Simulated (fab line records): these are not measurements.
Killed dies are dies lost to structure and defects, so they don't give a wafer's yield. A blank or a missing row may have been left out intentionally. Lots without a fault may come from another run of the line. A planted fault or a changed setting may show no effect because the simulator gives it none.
Which tool was responsible? :: flow nand_harc :: 6 lots with 18 wafers sampled at 5 steps, on a route of 1159 steps

## WHAT EACH GAUGE READ, for each wafer
NHARC_END_SORT_01.
lot: L216
measured: day 22 21:49
on: prober-01
killed_at_array: 673 667 672

lot: L217
measured: day 23 20:25
on: prober-01
killed_at_array: 673 675 674

lot: L221
measured: day 24 04:55
on: prober-02
killed_at_array: 31 31

## WHAT TOOL EACH LOT RAN ON (gives the tool, then ch and the chambers of the sampled wafers, and finally the start)
lot: L210
NHARC_A_CONTACT_DEP_28: acl_dep-01 ch 0, day 17 13:32
NHARC_A_CONTACT_DESCUM_47: rie_diel-09 ch 2,3, day 17 15:56
NHARC_A_CONTACT_ETCH_112: har_cap_etch-01 ch 0,1, day 17 17:32
NHARC_A_CONTACT_ETCH_120: har_cap_etch-01 ch 0,1, day 17 18:16

lot: L216
NHARC_A_CONTACT_DEP_28: acl_dep-01 ch 0, day 19 17:13
NHARC_A_CONTACT_DESCUM_47: rie_diel-09 ch 1,2,3, day 19 20:37
NHARC_A_CONTACT_ETCH_112: har_cap_etch-03 ch 0,1, day 19 22:10
NHARC_A_CONTACT_ETCH_120: har_cap_etch-03 ch 0,1, day 19 23:08

lot: L217
NHARC_A_CONTACT_DEP_28: acl_dep-01 ch 0, day 20 04:59
NHARC_A_CONTACT_DESCUM_47: rie_diel-09 ch 0,2,3, day 20 08:09
NHARC_A_CONTACT_ETCH_112: har_cap_etch-01 ch 0,1, day 20 09:58
NHARC_A_CONTACT_ETCH_120: har_cap_etch-01 ch 0,1, day 20 10:41

lot: L221
NHARC_A_CONTACT_DEP_28: acl_dep-03 ch 0, day 20 11:07
NHARC_A_CONTACT_DESCUM_47: rie_diel-03 ch 0,1,3, day 20 13:59
NHARC_A_CONTACT_ETCH_112: har_cap_etch-01 ch 0,1, day 20 15:31
NHARC_A_CONTACT_ETCH_120: har_cap_etch-01 ch 0,1, day 20 16:14

lot: L224
NHARC_A_CONTACT_DEP_28: acl_dep-03 ch 0, day 21 05:13
NHARC_A_CONTACT_DESCUM_47: rie_diel-09 ch 0,3, day 21 08:22
NHARC_A_CONTACT_ETCH_112: har_cap_etch-02 ch 0,1, day 21 09:50
NHARC_A_CONTACT_ETCH_120: har_cap_etch-02 ch 0,1, day 21 10:34

lot: L225
NHARC_A_CONTACT_DEP_28: acl_dep-01 ch 0, day 21 11:10
NHARC_A_CONTACT_DESCUM_47: rie_diel-09 ch 0,3, day 21 13:28
NHARC_A_CONTACT_ETCH_112: har_cap_etch-02 ch 0,1, day 21 14:58
NHARC_A_CONTACT_ETCH_120: har_cap_etch-02 ch 0,1, day 21 15:41
- NHARC_A_CONTACT_DEP_28: deposits aC, target thk 3600 nm.
- NHARC_A_CONTACT_DESCUM_47: chemistry O2, time 3 s.
- NHARC_A_CONTACT_ETCH_112: etches the open film in C4F8/O2/Ar, time 94 s, target depth 922 nm.
- NHARC_A_CONTACT_ETCH_120: etches the open film in C4F8/O2/Ar, time 94 s, target depth 922 nm.

## THE ANSWER, worked out from the rows above alone
Rule: usual is defined by the lots themselves. The widest of any qualifying gaps counts: lots, ordered by their means at a reading, are off when they make up no more than a third of the lots, leave a main group of 4 or more, and stand apart from it by 3 or more times the standard deviation of that group's means. A main group whose means are all the same, to the digits that the tables above print for the reading, isn't used. A lot without any number at a reading at which 4 lots or more have one is off too. Where the step has rows for the other lots, those lots are counted as sound.
No lot is off on any of the readings shown, so nothing can be concluded from this.

## WHAT HAD BEEN PUT IN BY THE SIMULATOR
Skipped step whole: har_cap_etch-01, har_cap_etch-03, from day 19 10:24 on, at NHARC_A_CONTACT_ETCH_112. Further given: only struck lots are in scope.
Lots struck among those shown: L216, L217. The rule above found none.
